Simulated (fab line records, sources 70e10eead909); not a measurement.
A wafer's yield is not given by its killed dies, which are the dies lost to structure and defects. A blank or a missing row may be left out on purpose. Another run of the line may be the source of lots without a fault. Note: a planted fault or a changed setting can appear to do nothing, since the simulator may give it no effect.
A lot that was struck, set against a sound lot	flow nand harc	15 steps out of a route of 1302
Sound: these wafers, L270.2, L270.3, L270.5. Struck: wafer L276.5 (L276.3, L276.6, from the same lot, were not struck and are left out); the cause is given at the end.
For every step that has rows: the tool of each side, followed by ch and its chambers, followed by its first start. Under that, the readings that differ: sound wafers	struck wafers	difference of the means	sigmas: that difference in standard deviations of wafers without a fault.
alike: same words and numbers on both sides, and readings whose means sit less than 2 such deviations apart. not compared: any withheld reading, any reading some wafer has no value for, any bound like >300 that may hide the same value, and any number with overlapping values for which the record gives no deviation.
Wherever a step has rows on one side only, a row that says differs or no value, or a row with sigmas, the two part there. Numbers that don't overlap but have no deviation are shown without sigmas and don't part them. Lack of a reading on every wafer of one side parts them only where that side has two or more wafers.

first, 8 steps without rows for these wafers: NHARC_P_M0_HMDS_02 (time 30 s); NHARC_P_M0_COAT_33 (time 65 s); NHARC_P_M0_COAT_03 (resist thk 90 nm); NHARC_P_M0_SOFTBAKE_04 (time 55 s); NHARC_P_M0_EBR_05; NHARC_P_M0_EXPOSE_06 (exposes mask P M0, target cd 90 nm); NHARC_P_M0_PEB_07 (peb time 65 s); NHARC_P_M0_DEVELOP_08 (develop time 35 s).
NHARC_P_M0_CD_MEAS_09: target cd 90 nm.
  sound on cd sem-01 ch 0, day 7 06:25; struck on cd sem-01 ch 0, day 9 08:50
  alike: cd nm
NHARC_P_M0_OVL_MEAS_10: pitch 180 nm.
  sound on overlay-01, day 7 06:29; struck on overlay-02, day 9 08:55
  alike: overlay x nm, overlay y nm
NHARC_P_M0_INSPECT_11:
  sound on defect inspect-01, day 7 06:32; struck on defect inspect-01, day 9 08:57
  alike: raw defect count
NHARC_P_M0_DESCUM_14: chemistry O2, time 3 s.
  sound on rie diel-05 ch 1,2,3, day 7 06:37; struck on rie diel-05 ch 3, day 9 09:02
  alike: drypump motor current A, oes product au, rf vpp V, showerhead plenum p Torr, throttle valve pct
  not compared: rf hours counter h
NHARC_P_M0_ETCH_34: etches the open film in N2/H2, target depth 40 nm, overetch 12 nm, time 43.94 s.
  sound on rie diel-05 ch 0,2,3, day 7 06:41; struck on rie diel-05 ch 0, day 9 09:06
reading	sound	struck	difference	sigmas
oes product au (a.u.)	1.001 0.988 0.990	1.025	+0.032	+3
run length s (s)	65.4 64.8 65.3	55.5	-9.7	-32
  alike: drypump motor current A, rf vpp V, showerhead plenum p Torr, throttle valve pct
  not compared: rf hours counter h
NHARC_P_M0_ETCH_15: etches the open film in C4F8/Ar, target depth 150 nm, overetch 15 nm, time 82.5 s.
  sound: rie diel-05 ch 0,2; struck: rie diel-05 ch 3
  alike: oes product au, rf vpp V, run length s
  not compared: rf hours counter h
following that, these wafers have no rows for 1 step: NHARC_END_SORT_01.

## WHERE THEY PART
At NHARC_P_M0_ETCH_34 and nowhere else, as far as this record goes. Later steps at which nothing parts them and some readings are alike: NHARC_P_M0_ETCH_15.

WHY: the cause the simulator had injected
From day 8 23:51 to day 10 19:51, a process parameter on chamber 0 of rie diel-05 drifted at NHARC_P_M0_ETCH_34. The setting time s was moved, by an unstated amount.
